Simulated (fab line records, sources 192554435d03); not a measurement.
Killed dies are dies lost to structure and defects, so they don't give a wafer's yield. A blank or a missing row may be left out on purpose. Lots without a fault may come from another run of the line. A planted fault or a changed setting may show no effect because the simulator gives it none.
A struck lot beside a sound one | flow n5_finfet | 15 steps out of a route of 1938
Sound: wafers L721.2, L721.5. Struck: wafer L733.2. (L733.3, L733.4 of the same lot were not struck and are left out.) The cause comes at the end.
At each step with rows: each side's tool, then ch and its chambers, then its first start. Under that, the readings that differ: sound wafers | struck wafers | difference of the means | sigmas: that difference in standard deviations of wafers without a fault.
alike: readings whose means differ by less than 2 such deviations, and words and numbers that are the same on both sides. not compared: withheld readings, readings that some wafer has no value for, bounds like >300 that may hide the same value, and numbers for which the record gives no deviation and whose values overlap.
The two part at a step that has a row with sigmas, a row that says differs or no value, or rows on one side only. Numbers that don't overlap but have no deviation are shown without sigmas and don't part them. A reading that every wafer of one side lacks parts them only if that side has two wafers or more.

first, 7 steps without rows for these wafers: N5_PASSIVATION_COAT_38; N5_PASSIVATION_EBR_40; N5_PASSIVATION_SOFTBAKE_39 (time 120 s); N5_PASSIVATION_EXPOSE_41 (exposes mask PASS OPEN, defocus 0 nm, target cd 40000 nm); N5_PASSIVATION_PEB_42; N5_PASSIVATION_DEVELOP_43 (develop time 60 s); N5_PASSIVATION_HARDBAKE_45 (time 120 s).
N5_PASSIVATION_CD_MEAS_44: target cd 40000 nm.
  sound on cd_sem-01 ch 0, day 12 14:58; struck on cd_sem-01 ch 0, day 15 15:11
  alike: cd_nm
N5_PASSIVATION_OVL_MEAS_66:
  sound on overlay-02 ch 0, day 12 15:00; struck on overlay-01 ch 0, day 15 15:13
  alike: PASS_OPEN_OVL
N5_PASSIVATION_INSPECT_67: inspects for defects (macro).
  sound on defect_inspect-02, day 12 15:01; struck on defect_inspect-02, day 15 15:14
  alike: raw_defect_count
N5_PASSIVATION_DESCUM_46: chemistry O2, time 7.9 s.
  sound on rie_diel-03 ch 0,3, day 12 15:04; struck on rie_diel-03 ch 3, day 15 16:26
  alike: drypump_motor_current_A, oes_product_au, rf_vpp_V, showerhead_plenum_p_Torr, temp_c, throttle_valve_pct
  not compared: rf_hours_counter_h
N5_PASSIVATION_PASS_ETCH_47: etches SiNx in CF4/O2, target depth 770 nm, time 385 s.
  sound on rie_diel-03 ch 0,3, day 12 15:05; struck on rie_diel-03 ch 3, day 15 16:29
  alike: bias_w, drypump_motor_current_A, oes_product_au, rf_vpp_V, showerhead_plenum_p_Torr, throttle_valve_pct
  not compared: rf_hours_counter_h
N5_PASSIVATION_ETCH_54: etches SiO2 in CHF3/O2, target depth 880 nm, time 440 s.
  sound on rie_diel-03 ch 0,3, day 12 15:19; struck on rie_diel-03 ch 3, day 15 16:42
  reading                                 | sound       | struck | difference | sigmas
  bias_w (W)                              | 170.1 169.9 | 140.9  | -29.1      | -61
  rf_vpp_V (V)                            | 548 517     | 474    | -58        | -5
  model.etch.depth_nm (nm)                | 895.3 879.4 | 835.9  | -51.4      |
  model.PASSIVATION.feature_depth_nm (nm) | 895.2 879.4 | 836    | -51        |
  alike: drypump_motor_current_A, oes_product_au, showerhead_plenum_p_Torr, throttle_valve_pct
  not compared: rf_hours_counter_h
N5_PASSIVATION_STRIP_48: strips in O2.
  sound on rie_diel-03 ch 0,3, day 12 15:37; struck on rie_diel-03 ch 3, day 15 16:59
  alike: drypump_motor_current_A, oes_product_au, rf_vpp_V, showerhead_plenum_p_Torr, temp_c, throttle_valve_pct
  not compared: rf_hours_counter_h
N5_PASSIVATION_PROBE_49:
  sound on prober-01, day 12 18:09; struck on prober-02, day 15 19:32
  reading            | sound | struck | difference | sigmas
  killed_at_contacts | 22 13 | 7      | -10        | -2
  alike: defect_limited_yield, killed_at_M0_to_M3, killed_at_M4_up, killed_at_front_end, killed_at_other, killed_dies, killed_open, killed_short, sort_bin_5_function, sort_bin_6_memory, sort_n_pass, sort_yield_pct

WHERE THEY PART
First at N5_PASSIVATION_ETCH_54; last, within this record, at N5_PASSIVATION_PROBE_49.

WHY: what the simulator had put in
Process parameter drift: rie_diel-03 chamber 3, from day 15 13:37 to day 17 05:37, at N5_PASSIVATION_ETCH_54. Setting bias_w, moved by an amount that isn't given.
